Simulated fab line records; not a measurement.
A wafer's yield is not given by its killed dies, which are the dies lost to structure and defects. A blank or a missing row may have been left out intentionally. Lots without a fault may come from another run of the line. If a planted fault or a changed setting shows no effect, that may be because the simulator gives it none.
Which tool did it? || flow nand harc || 72 wafers from 24 lots sampled at 5 of the route's 1302 steps

WHAT THE GAUGES READ, wafer by wafer
NHARC_A_SLIT_CD_MEAS_09: the cd target is 300 nm.
{"lot": "L074", "measured": "day 19 10:15", "on": "cd sem-02", "cd nm (nm)": "300.5 299.4 301.2"}
{"lot": "L075", "measured": "day 19 22:11", "on": "cd sem-02", "cd nm (nm)": "302.0 299.8 301.1"}
{"lot": "L076", "measured": "day 20 09:56", "on": "cd sem-02", "cd nm (nm)": "300.0 300.2 299.6"}
{"lot": "L078", "measured": "day 20 16:39", "on": "cd sem-01", "cd nm (nm)": "301.7 300.7 300.8"}
{"lot": "L077", "measured": "day 21 11:17", "on": "cd sem-01", "cd nm (nm)": "299.3 299.7 300.8"}
{"lot": "L080", "measured": "day 21 23:06", "on": "cd sem-03", "cd nm (nm)": "300.4 301.9 301.1"}
{"lot": "L079", "measured": "day 22 07:51", "on": "cd sem-03", "cd nm (nm)": "299.6 301.1 300.6"}
{"lot": "L081", "measured": "day 22 18:23", "on": "cd sem-03", "cd nm (nm)": "300.7 300.7 301.3"}
{"lot": "L082", "measured": "day 23 00:36", "on": "cd sem-01", "cd nm (nm)": "300.4 299.5 299.4"}
{"lot": "L084", "measured": "day 23 15:59", "on": "cd sem-03", "cd nm (nm)": "299.7 300.2 300.6"}
{"lot": "L083", "measured": "day 23 20:16", "on": "cd sem-02", "cd nm (nm)": "300.3 298.9 299.5"}
{"lot": "L086", "measured": "day 24 08:21", "on": "cd sem-03", "cd nm (nm)": "299.4 299.4 301.3"}
{"lot": "L085", "measured": "day 24 10:47", "on": "cd sem-03", "cd nm (nm)": "300.1 301.2 300.7"}
{"lot": "L088", "measured": "day 25 08:55", "on": "cd sem-03", "cd nm (nm)": "299.7 299.2 300.6"}
{"lot": "L087", "measured": "day 25 09:46", "on": "cd sem-03", "cd nm (nm)": "301.4 300.6 300.0"}
{"lot": "L089", "measured": "day 25 09:10", "on": "cd sem-03", "cd nm (nm)": "300.8 301.8 299.9"}
{"lot": "L091", "measured": "day 26 00:35", "on": "cd sem-03", "cd nm (nm)": "301.8 301.5 301.3"}
{"lot": "L090", "measured": "day 26 00:56", "on": "cd sem-01", "cd nm (nm)": "300.6 298.9 300.2"}
{"lot": "L092", "measured": "day 27 22:29", "on": "cd sem-03", "cd nm (nm)": "300.9 300.2 301.0"}
{"lot": "L093", "measured": "day 27 21:04", "on": "cd sem-02", "cd nm (nm)": "299.9 299.5 300.8"}
{"lot": "L094", "measured": "day 28 05:34", "on": "cd sem-01", "cd nm (nm)": "299.6 299.0 301.1"}
{"lot": "L095", "measured": "day 28 11:42", "on": "cd sem-02", "cd nm (nm)": "300.1 301.5 299.9"}
{"lot": "L096", "measured": "day 28 19:50", "on": "cd sem-01", "cd nm (nm)": "301.2 300.3 299.9"}
{"lot": "L097", "measured": "day 29 03:40", "on": "cd sem-01", "cd nm (nm)": "299.6 300.1 298.8"}

NHARC_A_SLIT_OVL_MEAS_10.
{"lot": "L074", "measured": "day 19 10:20", "on": "overlay-01", "overlay x nm (nm)": "-0.3 0.1 0.9", "overlay y nm (nm)": "-0.9 -0.7 -1.0"}
{"lot": "L075", "measured": "day 19 22:17", "on": "overlay-01", "overlay x nm (nm)": "-0.7 -0.8 -0.9", "overlay y nm (nm)": "1.1 1.0 1.4"}
{"lot": "L076", "measured": "day 20 10:01", "on": "overlay-02", "overlay x nm (nm)": "0.6 0.8 0.7", "overlay y nm (nm)": "-0.7 -0.7 0.0"}
{"lot": "L078", "measured": "day 20 16:44", "on": "overlay-01", "overlay x nm (nm)": "0.1 -0.4 -1.3", "overlay y nm (nm)": "-0.4 0.2 0.3"}
{"lot": "L077", "measured": "day 21 11:22", "on": "overlay-01", "overlay x nm (nm)": "-1.2 -0.7 -1.1", "overlay y nm (nm)": "0.0 0.1 0.5"}
{"lot": "L080", "measured": "day 21 23:11", "on": "overlay-02", "overlay x nm (nm)": "0.7 0.8 1.0", "overlay y nm (nm)": "0.5 0.0 0.3"}
{"lot": "L079", "measured": "day 22 07:56", "on": "overlay-02", "overlay x nm (nm)": "-0.8 -0.4 -0.5", "overlay y nm (nm)": "-0.3 -0.7 -0.7"}
{"lot": "L081", "measured": "day 22 18:28", "on": "overlay-02", "overlay x nm (nm)": "0.3 -0.1 0.0", "overlay y nm (nm)": "0.9 0.7 1.1"}
{"lot": "L082", "measured": "day 23 00:42", "on": "overlay-01", "overlay x nm (nm)": "0.5 0.3 0.1", "overlay y nm (nm)": "0.4 0.6 0.4"}
{"lot": "L084", "measured": "day 23 16:04", "on": "overlay-02", "overlay x nm (nm)": "0.0 0.4 1.0", "overlay y nm (nm)": "-0.5 -0.8 -0.4"}
{"lot": "L083", "measured": "day 23 20:22", "on": "overlay-02", "overlay x nm (nm)": "-0.7 -0.2 -0.9", "overlay y nm (nm)": "-0.9 -0.5 -0.2"}
{"lot": "L086", "measured": "day 24 08:26", "on": "overlay-01", "overlay x nm (nm)": "0.4 -0.2 0.7", "overlay y nm (nm)": "0.6 1.0 0.7"}
{"lot": "L085", "measured": "day 24 10:52", "on": "overlay-02", "overlay x nm (nm)": "-0.8 -0.8 -1.2", "overlay y nm (nm)": "-0.4 0.2 -0.1"}
{"lot": "L088", "measured": "day 25 09:01", "on": "overlay-01", "overlay x nm (nm)": "1.1 1.3 1.2", "overlay y nm (nm)": "2.4 1.8 1.7"}
{"lot": "L087", "measured": "day 25 09:52", "on": "overlay-01", "overlay x nm (nm)": "-0.3 -0.3 -0.6", "overlay y nm (nm)": "0.1 0.6 -0.6"}
{"lot": "L089", "measured": "day 25 09:15", "on": "overlay-01", "overlay x nm (nm)": "-1.5 -2.0 -1.2", "overlay y nm (nm)": "-1.2 -0.4 -0.7"}
{"lot": "L091", "measured": "day 26 00:41", "on": "overlay-02", "overlay x nm (nm)": "-0.3 -0.2 -0.1", "overlay y nm (nm)": "-0.5 -0.4 0.0"}
{"lot": "L090", "measured": "day 26 01:01", "on": "overlay-01", "overlay x nm (nm)": "-0.9 -0.6 -0.9", "overlay y nm (nm)": "-0.7 -0.5 -1.0"}
{"lot": "L092", "measured": "day 27 22:35", "on": "overlay-02", "overlay x nm (nm)": "0.4 0.2 0.0", "overlay y nm (nm)": "1.8 1.0 1.2"}
{"lot": "L093", "measured": "day 27 21:09", "on": "overlay-02", "overlay x nm (nm)": "-0.8 -1.4 -1.9", "overlay y nm (nm)": "1.1 0.6 0.7"}
{"lot": "L094", "measured": "day 28 05:40", "on": "overlay-02", "overlay x nm (nm)": "0.8 0.7 0.8", "overlay y nm (nm)": "0.6 0.1 0.3"}
{"lot": "L095", "measured": "day 28 11:47", "on": "overlay-01", "overlay x nm (nm)": "-0.5 -1.1 -0.7", "overlay y nm (nm)": "-0.3 0.1 0.6"}
{"lot": "L096", "measured": "day 28 19:56", "on": "overlay-01", "overlay x nm (nm)": "0.0 0.3 0.2", "overlay y nm (nm)": "-1.0 -0.4 -1.1"}
{"lot": "L097", "measured": "day 29 03:45", "on": "overlay-01", "overlay x nm (nm)": "0.4 0.7 -0.1", "overlay y nm (nm)": "-0.8 -1.1 -0.8"}

EACH LOT AND THE TOOL THAT RAN IT (in order: tool; ch and the chambers of the sampled wafers; start)
{"lot": "L074", "NHARC_A_STAIRCASE_CMP_472": "cmp-03 ch 2,3, day 18 18:38", "NHARC_A_SGD_CUT_ETCH_58": "rie diel-11 ch 0,1, day 18 20:05", "NHARC_A_SGD_CUT_STRIP_28": "rie diel-01 ch 0,3, day 19 02:54"}
{"lot": "L075", "NHARC_A_STAIRCASE_CMP_472": "cmp-03 ch 2,3, day 19 09:20", "NHARC_A_SGD_CUT_ETCH_58": "rie diel-11 ch 0,1,2, day 19 10:44", "NHARC_A_SGD_CUT_STRIP_28": "rie diel-01 ch 0,1, day 19 17:12"}
{"lot": "L076", "NHARC_A_STAIRCASE_CMP_472": "cmp-02 ch 1,2, day 19 21:04", "NHARC_A_SGD_CUT_ETCH_58": "rie diel-01 ch 0,1, day 19 22:23", "NHARC_A_SGD_CUT_STRIP_28": "rie diel-01 ch 1,2,3, day 20 09:56 or earlier"}
{"lot": "L078", "NHARC_A_STAIRCASE_CMP_472": "cmp-03 ch 0,2,3, day 20 03:00", "NHARC_A_SGD_CUT_ETCH_58": "rie diel-11 ch 0,2,3, day 20 04:32", "NHARC_A_SGD_CUT_STRIP_28": "rie diel-01 ch 1,2,3, day 20 16:39 or earlier"}
{"lot": "L077", "NHARC_A_STAIRCASE_CMP_472": "cmp-04 ch 0,1,2, day 20 20:04", "NHARC_A_SGD_CUT_ETCH_58": "rie diel-11 ch 0,3, day 20 21:29", "NHARC_A_SGD_CUT_STRIP_28": "rie diel-01 ch 1,2, day 21 11:17 or earlier"}
{"lot": "L080", "NHARC_A_STAIRCASE_CMP_472": "cmp-04 ch 1,3, day 21 06:52", "NHARC_A_SGD_CUT_ETCH_58": "rie diel-03 ch 0,1,2, day 21 08:15", "NHARC_A_SGD_CUT_STRIP_28": "rie diel-03 ch 0,1,3, day 21 23:06 or earlier"}
{"lot": "L079", "NHARC_A_STAIRCASE_CMP_472": "cmp-02 ch 1,2,3, day 21 18:58", "NHARC_A_SGD_CUT_ETCH_58": "rie diel-01 ch 0,1,2, day 21 20:14", "NHARC_A_SGD_CUT_STRIP_28": "rie diel-11 ch 0,2,3, day 22 07:51 or earlier"}
{"lot": "L081", "NHARC_A_STAIRCASE_CMP_472": "cmp-02 ch 0,1,3, day 22 04:37", "NHARC_A_SGD_CUT_ETCH_58": "rie diel-11 ch 0,3, day 22 05:53", "NHARC_A_SGD_CUT_STRIP_28": "rie diel-01 ch 0,2, day 22 18:23 or earlier"}
{"lot": "L082", "NHARC_A_STAIRCASE_CMP_472": "cmp-04 ch 1,2,3, day 22 10:29", "NHARC_A_SGD_CUT_ETCH_58": "rie diel-11 ch 1,2,3, day 22 11:50", "NHARC_A_SGD_CUT_STRIP_28": "rie diel-03 ch 1,2,3, day 23 00:36 or earlier"}
{"lot": "L084", "NHARC_A_STAIRCASE_CMP_472": "cmp-04 ch 0,1,3, day 23 01:28", "NHARC_A_SGD_CUT_ETCH_58": "rie diel-11 ch 0,1,3, day 23 02:50", "NHARC_A_SGD_CUT_STRIP_28": "rie diel-11 ch 0,2,3, day 23 15:59 or earlier"}
{"lot": "L083", "NHARC_A_STAIRCASE_CMP_472": "cmp-03 ch 0,1,2, day 23 06:58", "NHARC_A_SGD_CUT_ETCH_58": "rie diel-01 ch 0,1,2, day 23 08:20", "NHARC_A_SGD_CUT_STRIP_28": "rie diel-03 ch 1,2, day 23 20:16 or earlier"}
{"lot": "L086", "NHARC_A_STAIRCASE_CMP_472": "cmp-02 ch 0,1,2, day 23 17:41", "NHARC_A_SGD_CUT_ETCH_58": "rie diel-03 ch 0,1,2, day 23 19:05", "NHARC_A_SGD_CUT_STRIP_28": "rie diel-03 ch 0,1,2, day 24 08:21 or earlier"}
{"lot": "L085", "NHARC_A_STAIRCASE_CMP_472": "cmp-03 ch 2,3, day 23 17:51", "NHARC_A_SGD_CUT_ETCH_58": "rie diel-01 ch 0,1,2, day 23 19:15", "NHARC_A_SGD_CUT_STRIP_28": "rie diel-11 ch 0,2,3, day 24 10:47 or earlier"}
{"lot": "L088", "NHARC_A_STAIRCASE_CMP_472": "cmp-03 ch 0,2,3, day 24 16:34", "NHARC_A_SGD_CUT_ETCH_58": "rie diel-11 ch 0,2,3, day 24 17:58", "NHARC_A_SGD_CUT_STRIP_28": "rie diel-03 ch 2,3, day 25 00:26"}
{"lot": "L087", "NHARC_A_STAIRCASE_CMP_472": "cmp-02 ch 0,2,3, day 24 16:58", "NHARC_A_SGD_CUT_ETCH_58": "rie diel-03 ch 0,2, day 24 18:22", "NHARC_A_SGD_CUT_STRIP_28": "rie diel-01 ch 1,2,3, day 25 09:46 or earlier"}
{"lot": "L089", "NHARC_A_STAIRCASE_CMP_472": "cmp-04 ch 1,3, day 24 17:08", "NHARC_A_SGD_CUT_ETCH_58": "rie diel-01 ch 0,1,3, day 24 18:31", "NHARC_A_SGD_CUT_STRIP_28": "rie diel-01 ch 0,1,3, day 25 09:10 or earlier"}
{"lot": "L091", "NHARC_A_STAIRCASE_CMP_472": "cmp-02 ch 1,2, day 25 10:34", "NHARC_A_SGD_CUT_ETCH_58": "rie diel-03 ch 0,2,3, day 25 11:57", "NHARC_A_SGD_CUT_STRIP_28": "rie diel-03 ch 0,2,3, day 26 00:35 or earlier"}
{"lot": "L090", "NHARC_A_STAIRCASE_CMP_472": "cmp-02 ch 1,3, day 25 10:53", "NHARC_A_SGD_CUT_ETCH_58": "rie diel-01 ch 0,2, day 25 12:16", "NHARC_A_SGD_CUT_STRIP_28": "rie diel-01 ch 0,2,3, day 26 00:56 or earlier"}
{"lot": "L092", "NHARC_A_STAIRCASE_CMP_472": "cmp-04 ch 0,1,3, day 27 00:55", "NHARC_A_SGD_CUT_ETCH_58": "rie diel-03 ch 0,1,2, day 27 02:19", "NHARC_A_SGD_CUT_STRIP_28": "rie diel-01 ch 0,1,2, day 27 22:29 or earlier"}
{"lot": "L093", "NHARC_A_STAIRCASE_CMP_472": "cmp-04 ch 0,2,3, day 27 01:13", "NHARC_A_SGD_CUT_ETCH_58": "rie diel-01 ch 1,2,3, day 27 02:38", "NHARC_A_SGD_CUT_STRIP_28": "rie diel-03 ch 0,1,3, day 27 21:04 or earlier"}
{"lot": "L094", "NHARC_A_STAIRCASE_CMP_472": "cmp-03 ch 0,1,2, day 27 13:57", "NHARC_A_SGD_CUT_ETCH_58": "rie diel-01 ch 0,3, day 27 15:21", "NHARC_A_SGD_CUT_STRIP_28": "rie diel-01 ch 1,3, day 28 05:34 or earlier"}
{"lot": "L095", "NHARC_A_STAIRCASE_CMP_472": "cmp-04 ch 0,1,3, day 27 23:07", "NHARC_A_SGD_CUT_ETCH_58": "rie diel-11 ch 1,2, day 28 00:25", "NHARC_A_SGD_CUT_STRIP_28": "rie diel-11 ch 0,2, day 28 11:42 or earlier"}
{"lot": "L096", "NHARC_A_STAIRCASE_CMP_472": "cmp-03 ch 0,2, day 28 06:30", "NHARC_A_SGD_CUT_ETCH_58": "rie diel-01 ch 0,3, day 28 07:56", "NHARC_A_SGD_CUT_STRIP_28": "rie diel-03 ch 1,2,3, day 28 19:50 or earlier"}
{"lot": "L097", "NHARC_A_STAIRCASE_CMP_472": "cmp-04 ch 1,3, day 28 13:56", "NHARC_A_SGD_CUT_ETCH_58": "rie diel-01 ch 0,2,3, day 28 15:13", "NHARC_A_SGD_CUT_STRIP_28": "rie diel-03 ch 1,2,3, day 29 03:40 or earlier"}
- NHARC_A_STAIRCASE_CMP_472: polishes SiO2.
- NHARC_A_SGD_CUT_ETCH_58: etches the open film in CF4, target depth 39 nm, time 65 s.
- NHARC_A_SGD_CUT_STRIP_28: strips in O2, time 20 s.

WHAT THE TOOLS THEMSELVES READ (means of the sampled wafers that have a number; where no wafer has one, the mark that the record gives instead)
NHARC_A_STAIRCASE_CMP_472.
{"lot": "L074", "tool": "cmp-03", "motor current A (A)": 11.7}
{"lot": "L075", "tool": "cmp-03", "motor current A (A)": 11.7}
{"lot": "L076", "tool": "cmp-02", "motor current A (A)": 12.0}
{"lot": "L078", "tool": "cmp-03", "motor current A (A)": 11.9}
{"lot": "L077", "tool": "cmp-04", "motor current A (A)": 11.6}
{"lot": "L080", "tool": "cmp-04", "motor current A (A)": 11.4}
{"lot": "L079", "tool": "cmp-02", "motor current A (A)": 11.6}
{"lot": "L081", "tool": "cmp-02", "motor current A (A)": 12.2}
{"lot": "L082", "tool": "cmp-04", "motor current A (A)": 11.4}
{"lot": "L084", "tool": "cmp-04", "motor current A (A)": 11.4}
{"lot": "L083", "tool": "cmp-03", "motor current A (A)": 11.5}
{"lot": "L086", "tool": "cmp-02", "motor current A (A)": 12.1}
{"lot": "L085", "tool": "cmp-03", "motor current A (A)": 10.6}
{"lot": "L088", "tool": "cmp-03", "motor current A (A)": 11.5}
{"lot": "L087", "tool": "cmp-02", "motor current A (A)": 12.3}
{"lot": "L089", "tool": "cmp-04", "motor current A (A)": 12.0}
{"lot": "L091", "tool": "cmp-02", "motor current A (A)": 12.1}
{"lot": "L090", "tool": "cmp-02", "motor current A (A)": 11.9}
{"lot": "L092", "tool": "cmp-04", "motor current A (A)": 11.2}
{"lot": "L093", "tool": "cmp-04", "motor current A (A)": 10.9}
{"lot": "L094", "tool": "cmp-03", "motor current A (A)": 10.9}
{"lot": "L095", "tool": "cmp-04", "motor current A (A)": 11.1}
{"lot": "L096", "tool": "cmp-03", "motor current A (A)": 12.0}
{"lot": "L097", "tool": "cmp-04", "motor current A (A)": 12.1}

NHARC_A_SGD_CUT_ETCH_58.
{"lot": "L074", "tool": "rie diel-11", "drypump motor current A (A)": 6.1, "oes product au (a.u.)": 0.997, "rf vpp V (V)": 149.9, "showerhead plenum p Torr (Torr)": 1.73, "throttle valve pct (%)": 13.294}
{"lot": "L075", "tool": "rie diel-11", "drypump motor current A (A)": 5.6, "oes product au (a.u.)": 1.002, "rf vpp V (V)": 150.7, "showerhead plenum p Torr (Torr)": 1.70, "throttle valve pct (%)": 13.293}
{"lot": "L076", "tool": "rie diel-01", "drypump motor current A (A)": 5.4, "oes product au (a.u.)": 1.001, "rf vpp V (V)": 150.0, "showerhead plenum p Torr (Torr)": 1.71, "throttle valve pct (%)": 13.286}
{"lot": "L078", "tool": "rie diel-11", "drypump motor current A (A)": 5.5, "oes product au (a.u.)": 1.000, "rf vpp V (V)": 151.2, "showerhead plenum p Torr (Torr)": 1.70, "throttle valve pct (%)": 13.288}
{"lot": "L077", "tool": "rie diel-11", "drypump motor current A (A)": 6.0, "oes product au (a.u.)": 1.004, "rf vpp V (V)": 150.8, "showerhead plenum p Torr (Torr)": 1.73, "throttle valve pct (%)": 13.281}
{"lot": "L080", "tool": "rie diel-03", "drypump motor current A (A)": 5.3, "oes product au (a.u.)": 1.007, "rf vpp V (V)": 150.5, "showerhead plenum p Torr (Torr)": 1.72, "throttle valve pct (%)": 13.284}
{"lot": "L079", "tool": "rie diel-01", "drypump motor current A (A)": 5.5, "oes product au (a.u.)": 1.007, "rf vpp V (V)": 151.6, "showerhead plenum p Torr (Torr)": 1.76, "throttle valve pct (%)": 13.278}
{"lot": "L081", "tool": "rie diel-11", "drypump motor current A (A)": 6.0, "oes product au (a.u.)": 1.002, "rf vpp V (V)": 150.3, "showerhead plenum p Torr (Torr)": 1.73, "throttle valve pct (%)": 13.279}
{"lot": "L082", "tool": "rie diel-11", "drypump motor current A (A)": 5.8, "oes product au (a.u.)": 1.001, "rf vpp V (V)": 150.4, "showerhead plenum p Torr (Torr)": 1.73, "throttle valve pct (%)": 13.286}
{"lot": "L084", "tool": "rie diel-11", "drypump motor current A (A)": 6.1, "oes product au (a.u.)": 0.993, "rf vpp V (V)": 150.2, "showerhead plenum p Torr (Torr)": 1.72, "throttle valve pct (%)": 13.282}
{"lot": "L083", "tool": "rie diel-01", "drypump motor current A (A)": 5.5, "oes product au (a.u.)": 1.003, "rf vpp V (V)": 150.7, "showerhead plenum p Torr (Torr)": 1.76, "throttle valve pct (%)": 13.289}
{"lot": "L086", "tool": "rie diel-03", "drypump motor current A (A)": 5.3, "oes product au (a.u.)": 1.000, "rf vpp V (V)": 150.6, "showerhead plenum p Torr (Torr)": 1.72, "throttle valve pct (%)": 13.278}
{"lot": "L085", "tool": "rie diel-01", "drypump motor current A (A)": 5.5, "oes product au (a.u.)": 1.004, "rf vpp V (V)": 151.1, "showerhead plenum p Torr (Torr)": 1.76, "throttle valve pct (%)": 13.285}
{"lot": "L088", "tool": "rie diel-11", "drypump motor current A (A)": 5.5, "oes product au (a.u.)": 1.011, "rf vpp V (V)": 150.6, "showerhead plenum p Torr (Torr)": 1.70, "throttle valve pct (%)": 13.275}
{"lot": "L087", "tool": "rie diel-03", "drypump motor current A (A)": 5.1, "oes product au (a.u.)": 1.003, "rf vpp V (V)": 150.8, "showerhead plenum p Torr (Torr)": 1.70, "throttle valve pct (%)": 13.287}
{"lot": "L089", "tool": "rie diel-01", "drypump motor current A (A)": 5.1, "oes product au (a.u.)": 1.007, "rf vpp V (V)": 151.3, "showerhead plenum p Torr (Torr)": 1.76, "throttle valve pct (%)": 13.292}
{"lot": "L091", "tool": "rie diel-03", "drypump motor current A (A)": 5.2, "oes product au (a.u.)": 1.005, "rf vpp V (V)": 151.1, "showerhead plenum p Torr (Torr)": 1.72, "throttle valve pct (%)": 13.284}
{"lot": "L090", "tool": "rie diel-01", "drypump motor current A (A)": 5.3, "oes product au (a.u.)": 1.001, "rf vpp V (V)": 151.8, "showerhead plenum p Torr (Torr)": 1.78, "throttle valve pct (%)": 13.292}
{"lot": "L092", "tool": "rie diel-03", "drypump motor current A (A)": 5.3, "oes product au (a.u.)": 0.997, "rf vpp V (V)": 150.9, "showerhead plenum p Torr (Torr)": 1.72, "throttle valve pct (%)": 13.280}
{"lot": "L093", "tool": "rie diel-01", "drypump motor current A (A)": 5.5, "oes product au (a.u.)": 1.006, "rf vpp V (V)": 151.4, "showerhead plenum p Torr (Torr)": 1.80, "throttle valve pct (%)": 13.279}
{"lot": "L094", "tool": "rie diel-01", "drypump motor current A (A)": 4.9, "oes product au (a.u.)": 1.012, "rf vpp V (V)": 151.8, "showerhead plenum p Torr (Torr)": 1.78, "throttle valve pct (%)": 13.280}
{"lot": "L095", "tool": "rie diel-11", "drypump motor current A (A)": 5.9, "oes product au (a.u.)": 1.001, "rf vpp V (V)": 150.7, "showerhead plenum p Torr (Torr)": 1.72, "throttle valve pct (%)": 13.278}
{"lot": "L096", "tool": "rie diel-01", "drypump motor current A (A)": 4.9, "oes product au (a.u.)": 1.003, "rf vpp V (V)": 151.0, "showerhead plenum p Torr (Torr)": 1.78, "throttle valve pct (%)": 13.293}
{"lot": "L097", "tool": "rie diel-01", "drypump motor current A (A)": 5.2, "oes product au (a.u.)": 0.995, "rf vpp V (V)": 151.7, "showerhead plenum p Torr (Torr)": 1.81, "throttle valve pct (%)": 13.288}

NHARC_A_SGD_CUT_STRIP_28.
{"lot": "L074", "tool": "rie diel-01", "drypump motor current A (A)": 4.9, "o2 flow sccm (sccm)": 499.6, "oes product au (a.u.)": 1.009, "rf vpp V (V)": 58.0, "showerhead plenum p Torr (Torr)": 3.55, "throttle valve pct (%)": 17.037}
{"lot": "L075", "tool": "rie diel-01", "drypump motor current A (A)": 5.2, "o2 flow sccm (sccm)": 499.9, "oes product au (a.u.)": 1.005, "rf vpp V (V)": 57.4, "showerhead plenum p Torr (Torr)": 3.45, "throttle valve pct (%)": 17.036}
{"lot": "L076", "tool": "rie diel-01", "drypump motor current A (A)": 5.5, "o2 flow sccm (sccm)": 500.7, "oes product au (a.u.)": 1.011, "rf vpp V (V)": 57.4, "showerhead plenum p Torr (Torr)": 3.59, "throttle valve pct (%)": 17.041}
{"lot": "L078", "tool": "rie diel-01", "drypump motor current A (A)": 5.5, "o2 flow sccm (sccm)": 499.9, "oes product au (a.u.)": 0.999, "rf vpp V (V)": 57.6, "showerhead plenum p Torr (Torr)": 3.59, "throttle valve pct (%)": 17.041}
{"lot": "L077", "tool": "rie diel-01", "drypump motor current A (A)": 5.8, "o2 flow sccm (sccm)": 499.7, "oes product au (a.u.)": 1.000, "rf vpp V (V)": 58.5, "showerhead plenum p Torr (Torr)": 3.59, "throttle valve pct (%)": 17.033}
{"lot": "L080", "tool": "rie diel-03", "drypump motor current A (A)": 5.4, "o2 flow sccm (sccm)": 501.0, "oes product au (a.u.)": 1.005, "rf vpp V (V)": 57.7, "showerhead plenum p Torr (Torr)": 3.46, "throttle valve pct (%)": 17.040}
{"lot": "L079", "tool": "rie diel-11", "drypump motor current A (A)": 5.5, "o2 flow sccm (sccm)": 499.9, "oes product au (a.u.)": 1.002, "rf vpp V (V)": 57.3, "showerhead plenum p Torr (Torr)": 3.39, "throttle valve pct (%)": 17.031}
{"lot": "L081", "tool": "rie diel-01", "drypump motor current A (A)": 5.6, "o2 flow sccm (sccm)": 500.2, "oes product au (a.u.)": 1.010, "rf vpp V (V)": 58.6, "showerhead plenum p Torr (Torr)": 3.63, "throttle valve pct (%)": 17.037}
{"lot": "L082", "tool": "rie diel-03", "drypump motor current A (A)": 5.3, "o2 flow sccm (sccm)": 499.1, "oes product au (a.u.)": 0.993, "rf vpp V (V)": 58.2, "showerhead plenum p Torr (Torr)": 3.48, "throttle valve pct (%)": 17.041}
{"lot": "L084", "tool": "rie diel-11", "drypump motor current A (A)": 5.5, "o2 flow sccm (sccm)": 501.4, "oes product au (a.u.)": 1.002, "rf vpp V (V)": 57.9, "showerhead plenum p Torr (Torr)": 3.39, "throttle valve pct (%)": 17.039}
{"lot": "L083", "tool": "rie diel-03", "drypump motor current A (A)": 5.2, "o2 flow sccm (sccm)": 500.7, "oes product au (a.u.)": 0.987, "rf vpp V (V)": 58.0, "showerhead plenum p Torr (Torr)": 3.44, "throttle valve pct (%)": 17.039}
{"lot": "L086", "tool": "rie diel-03", "drypump motor current A (A)": 5.3, "o2 flow sccm (sccm)": 498.0, "oes product au (a.u.)": 1.000, "rf vpp V (V)": 57.0, "showerhead plenum p Torr (Torr)": 3.42, "throttle valve pct (%)": 17.036}
{"lot": "L085", "tool": "rie diel-11", "drypump motor current A (A)": 5.5, "o2 flow sccm (sccm)": 498.9, "oes product au (a.u.)": 1.009, "rf vpp V (V)": 56.9, "showerhead plenum p Torr (Torr)": 3.39, "throttle valve pct (%)": 17.037}
{"lot": "L088", "tool": "rie diel-03", "drypump motor current A (A)": 5.1, "o2 flow sccm (sccm)": 501.0, "oes product au (a.u.)": 1.001, "rf vpp V (V)": 57.8, "showerhead plenum p Torr (Torr)": 3.44, "throttle valve pct (%)": 17.043}
{"lot": "L087", "tool": "rie diel-01", "drypump motor current A (A)": 5.5, "o2 flow sccm (sccm)": 499.8, "oes product au (a.u.)": 0.999, "rf vpp V (V)": 58.3, "showerhead plenum p Torr (Torr)": 3.59, "throttle valve pct (%)": 17.036}
{"lot": "L089", "tool": "rie diel-01", "drypump motor current A (A)": 5.1, "o2 flow sccm (sccm)": 498.6, "oes product au (a.u.)": 1.014, "rf vpp V (V)": 57.8, "showerhead plenum p Torr (Torr)": 3.52, "throttle valve pct (%)": 17.031}
{"lot": "L091", "tool": "rie diel-03", "drypump motor current A (A)": 5.2, "o2 flow sccm (sccm)": 501.3, "oes product au (a.u.)": 1.003, "rf vpp V (V)": 56.8, "showerhead plenum p Torr (Torr)": 3.42, "throttle valve pct (%)": 17.036}
{"lot": "L090", "tool": "rie diel-01", "drypump motor current A (A)": 5.2, "o2 flow sccm (sccm)": 499.6, "oes product au (a.u.)": 1.005, "rf vpp V (V)": 58.1, "showerhead plenum p Torr (Torr)": 3.62, "throttle valve pct (%)": 17.039}
{"lot": "L092", "tool": "rie diel-01", "drypump motor current A (A)": 5.6, "o2 flow sccm (sccm)": 500.8, "oes product au (a.u.)": 1.008, "rf vpp V (V)": 57.8, "showerhead plenum p Torr (Torr)": 3.52, "throttle valve pct (%)": 17.033}
{"lot": "L093", "tool": "rie diel-03", "drypump motor current A (A)": 5.4, "o2 flow sccm (sccm)": 500.0, "oes product au (a.u.)": 1.009, "rf vpp V (V)": 57.8, "showerhead plenum p Torr (Torr)": 3.46, "throttle valve pct (%)": 17.028}
{"lot": "L094", "tool": "rie diel-01", "drypump motor current A (A)": 5.1, "o2 flow sccm (sccm)": 499.7, "oes product au (a.u.)": 1.003, "rf vpp V (V)": 57.2, "showerhead plenum p Torr (Torr)": 3.59, "throttle valve pct (%)": 17.026}
{"lot": "L095", "tool": "rie diel-11", "drypump motor current A (A)": 5.0, "o2 flow sccm (sccm)": 499.1, "oes product au (a.u.)": 1.009, "rf vpp V (V)": 57.8, "showerhead plenum p Torr (Torr)": 3.35, "throttle valve pct (%)": 17.041}
{"lot": "L096", "tool": "rie diel-03", "drypump motor current A (A)": 5.3, "o2 flow sccm (sccm)": 500.3, "oes product au (a.u.)": 1.001, "rf vpp V (V)": 57.3, "showerhead plenum p Torr (Torr)": 3.47, "throttle valve pct (%)": 17.034}
{"lot": "L097", "tool": "rie diel-03", "drypump motor current A (A)": 5.3, "o2 flow sccm (sccm)": 499.3, "oes product au (a.u.)": 1.008, "rf vpp V (V)": 57.6, "showerhead plenum p Torr (Torr)": 3.47, "throttle valve pct (%)": 17.044}

THE ANSWER, worked out from the rows above alone
Rule: usual is defined by the lots themselves. Put in order of their means at a reading, lots are off if they are a third of the lots or fewer, leave a main group of 4 or more, and stand apart from it by a gap of 3 or more times the standard deviation of the main group's means; of several such gaps the widest counts. Not used: any main group whose means are identical at the precision the tables above print for the reading. Also off: a lot with no number at a reading for which 4 or more lots have one. All remaining lots with rows at the step are treated as sound. The gauges are gone through in route order, then the tools' own readings, and for those a lot's mean is taken as printed above. At the first step where some lot is off, the reading lying furthest off is the one used; lots without a number count as furthest.
None of the lots is off at any reading shown; this tells nothing.

WHAT THE SIMULATOR PUT IN
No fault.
